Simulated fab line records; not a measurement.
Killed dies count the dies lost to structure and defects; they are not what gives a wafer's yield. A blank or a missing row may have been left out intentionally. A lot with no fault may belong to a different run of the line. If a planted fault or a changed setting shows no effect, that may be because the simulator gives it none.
A lot that was struck, set against a sound lot | flow n5_finfet | 17 steps out of a route of 1938
Sound: wafers L756.1, L756.2, L756.5. Struck: wafer L766.5 (left out: L766.1, L766.2 of the same lot, which were not struck); the cause appears at the end.
Each step with rows lists, per side, the tool, then ch with its chambers, then its first start. Under that, the readings that differ: sound wafers | struck wafers | difference of the means | sigmas: that difference in standard deviations of wafers without a fault.
alike: same words and numbers on both sides, and readings whose means sit less than 2 such deviations apart. not compared: any withheld reading, any reading some wafer has no value for, any bound like >300 that may hide the same value, and any number with overlapping values for which the record gives no deviation.
Wherever a step has rows on one side only, a row that says differs or no value, or a row with sigmas, the two part there. Non-overlapping numbers with no deviation appear without sigmas and do not part them. A reading that every wafer of one side lacks parts them only if that side has two wafers or more.

N5_FIN_SAQP_THK_MEAS_05:
  struck on film_metro-02, day 5 15:34; sound on film_metro-02, day 3 02:44
  alike: thk_nm
N5_FIN_SAQP_PECVD_47: deposits a-Si from SiH4/He, target thk 45 nm, time 36.3 s.
  sound on pecvd-04 ch 0,1,2, day 3 02:46; struck on pecvd-04 ch 1, day 5 15:35
  alike: heater_power_w, showerhead_plenum_p_Torr, throttle_valve_pct
N5_FIN_SAQP_PECVD_48: deposits SiNx from SiH4/NH3/N2, target thk 25 nm, time 22.1 s.
  sound on pecvd-04 ch 0,1,2, day 3 02:49; struck on pecvd-04 ch 1, day 5 15:38
  alike: heater_power_w, showerhead_plenum_p_Torr, throttle_valve_pct
N5_FIN_SAQP_PECVD_06: deposits a-Si from SiH4/He, target thk 60 nm, time 48.1 s.
  sound on pecvd-04 ch 0,1,2, day 3 02:51; struck on pecvd-04 ch 1, day 5 15:40
  alike: heater_power_w, showerhead_plenum_p_Torr, throttle_valve_pct
N5_FIN_SAQP_THK_MEAS_07:
  struck on film_metro-01, day 5 15:46; sound on film_metro-02, day 3 02:56
  alike: thk_nm
N5_FIN_SAQP_HM_DEP_72: deposits SiO2 from SiH4/N2O, target thk 12 nm, time 7.2 s.
  sound on pecvd-03 ch 0,1,2, day 3 02:59; struck on pecvd-04 ch 1, day 5 15:48
  alike: heater_power_w, showerhead_plenum_p_Torr
then, 6 steps without rows for these wafers: N5_FIN_SAQP_COAT_49 (time 60 s, resist thk 100 nm); N5_FIN_SAQP_COAT_50 (time 60 s, resist thk 35 nm); N5_FIN_SAQP_COAT_10 (resist thk 90 nm); N5_FIN_SAQP_EBR_12; N5_FIN_SAQP_SOFTBAKE_11 (time 60 s); N5_FIN_SAQP_EXPOSE_13 (exposes mask FIN CORE, target cd 35.6 nm).
N5_FIN_SAQP_PEB_14: peb time 60 s.
  sound on litho_track-05 ch 0, day 3 03:14; struck on litho_track-05 ch 0, day 5 16:12
then, 1 step without rows for these wafers: N5_FIN_SAQP_DEVELOP_15 (develop time 30 s).
N5_FIN_SAQP_CD_MEAS_16 targets a cd of 35.6 nm.
  sound on cd_sem-03 ch 0, day 3 03:18; struck on cd_sem-02 ch 0, day 5 16:16
  reading    | sound          | struck | difference | sigmas
  cd_nm (nm) | 36.0 35.7 35.8 | 37.5   | +1.7       | +5
N5_FIN_SAQP_OVL_MEAS_17:
  sound on overlay-02 ch 0, day 3 03:20; struck on overlay-01 ch 0, day 5 16:19
  alike: FIN_CORE_OVL
-- a jump in the record: the struck wafers' starts before and after are 6 days apart (it breaks off in module FIN_SAQP and resumes in module BEOL_M4, where the first step shown is number 1111 of the route) --
N5_BEOL_M4_RC_MEAS_101:
  sound on prober-01 ch 0, day 9 09:56; struck on prober-01 ch 0, day 12 00:57
  alike: DIBL_N, DIBL_P, IOFF_N, IOFF_P, ION_N, ION_P, SS_N, SS_P, VT_N, VT_P

WHERE THEY PART
At N5_FIN_SAQP_CD_MEAS_16 and nowhere else, as far as this record goes. Later steps at which nothing parts them and some readings are alike: N5_FIN_SAQP_OVL_MEAS_17, N5_BEOL_M4_RC_MEAS_101.

WHY: whatever the simulator had introduced
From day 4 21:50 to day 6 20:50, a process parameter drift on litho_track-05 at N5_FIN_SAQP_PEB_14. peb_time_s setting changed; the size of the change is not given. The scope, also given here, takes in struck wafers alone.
